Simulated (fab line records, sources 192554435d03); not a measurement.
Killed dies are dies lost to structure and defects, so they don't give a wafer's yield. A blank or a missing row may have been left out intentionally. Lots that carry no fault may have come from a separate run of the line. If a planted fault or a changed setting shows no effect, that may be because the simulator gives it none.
Which tool did it? + flow n5Finfet + 26 wafers from 9 lots sampled at 4 of the route's 1938 steps

WHAT EACH GAUGE READ, for each wafer
N5_SD_EPI_P_INSPECT_26: inspects for defects (darkfield).
| lot  | measured    | on               | rawDefectCount |
|------|-------------|------------------|----------------|
| L366 | day 3 12:13 | defectInspect-02 | 131 147 165    |
| L369 | day 4 05:59 | defectInspect-02 | 163 151 234    |
| L370 | day 4 15:44 | defectInspect-01 | 183 198 222    |
| L371 | day 4 20:11 | defectInspect-02 | 145 175        |
| L373 | day 5 07:34 | defectInspect-02 | 141 150 136    |
| L376 | day 6 02:50 | defectInspect-02 | 163 150 228    |
| L383 | day 7 16:32 | defectInspect-02 | 1191 195 170   |
| L387 | day 8 15:59 | defectInspect-02 | 152 139 159    |
| L388 | day 9 00:05 | defectInspect-01 | 178 173 144    |

WHICH TOOL RAN EACH LOT (tool, then ch and the chambers of the sampled wafers, then the start)
| lot  | N5_SD_EPI_N_LINER_46            | N5_SD_EPI_P_ETCH_36              | N5_SD_EPI_P_PRECLEAN_24           |
|------|---------------------------------|----------------------------------|-----------------------------------|
| L366 | aldSin-04 ch 0,3, day 3 07:44   | rieDiel-05 ch 1,2,3, day 3 08:31 | wetBench-06 ch 2,3,7, day 3 12:08 |
| L369 | aldSin-02 ch 0,1,2, day 4 00:42 | rieDiel-05 ch 0,2,3, day 4 01:21 | wetBench-03 ch 0,3,7, day 4 05:53 |
| L370 | aldSin-03 ch 0,2, day 4 11:02   | rieDiel-05 ch 0,1, day 4 12:02   | wetBench-06 ch 2,3,4, day 4 15:40 |
| L371 | aldSin-03 ch 2,3, day 4 15:47   | rieDiel-04 ch 2,3, day 4 16:29   | wetBench-02 ch 1,5, day 4 20:07   |
| L373 | aldSin-03 ch 0,1,3, day 5 02:16 | rieDiel-02 ch 0,1,3, day 5 03:02 | wetBench-03 ch 1,4,5, day 5 07:29 |
| L376 | aldSin-04 ch 1,3, day 5 22:30   | rieDiel-05 ch 0,1, day 5 23:09   | wetBench-03 ch 0,4,6, day 6 02:46 |
| L383 | aldSin-04 ch 1,2, day 7 12:11   | rieDiel-05 ch 0,1,3, day 7 12:50 | wetBench-06 ch 0,1,4, day 7 16:28 |
| L387 | aldSin-03 ch 0,1,3, day 8 11:32 | rieDiel-04 ch 0,1,3, day 8 12:17 | wetBench-02 ch 1,3,4, day 8 15:55 |
| L388 | aldSin-03 ch 0,2,3, day 8 19:32 | rieDiel-05 ch 0,1,2, day 8 20:23 | wetBench-03 ch 0,1,7, day 9 00:01 |
- N5_SD_EPI_N_LINER_46: material SiNx, target thk 3 nm.
- N5_SD_EPI_P_ETCH_36: etches SiARC in CF4, target depth 45.5 nm, time 75.8 s.
- N5_SD_EPI_P_PRECLEAN_24: cleans in O3/DIW, time 45 s.

THE ANSWER, worked out from the rows above alone
Rule: the lots themselves supply what counts as usual. Put in order of their means at a reading, lots are off if they are a third of the lots or fewer, leave a main group of 4 or more, and stand apart from it by a gap of 3 or more times the standard deviation of the main group's means; of several such gaps the widest counts. Not used: any main group whose means are identical at the precision the tables above print for the reading. A lot without any number at a reading at which 4 lots or more have one is off too. All remaining lots with rows at the step are treated as sound.
Off: L383, at N5_SD_EPI_P_INSPECT_26 (rawDefectCount). Mean 166 and standard deviation 19 in the main group.
If a tool, at a process step before that reading, ran all the lots that are off and no sound lot after the first of them, it fits. Those tools and the gauges at N5_SD_EPI_P_INSPECT_26 are tried in the same way. This does not decide it: 2 tools fit, namely aldSin-04 at N5_SD_EPI_N_LINER_46 and wetBench-06 at N5_SD_EPI_P_PRECLEAN_24.

WHAT HAD BEEN PUT IN BY THE SIMULATOR
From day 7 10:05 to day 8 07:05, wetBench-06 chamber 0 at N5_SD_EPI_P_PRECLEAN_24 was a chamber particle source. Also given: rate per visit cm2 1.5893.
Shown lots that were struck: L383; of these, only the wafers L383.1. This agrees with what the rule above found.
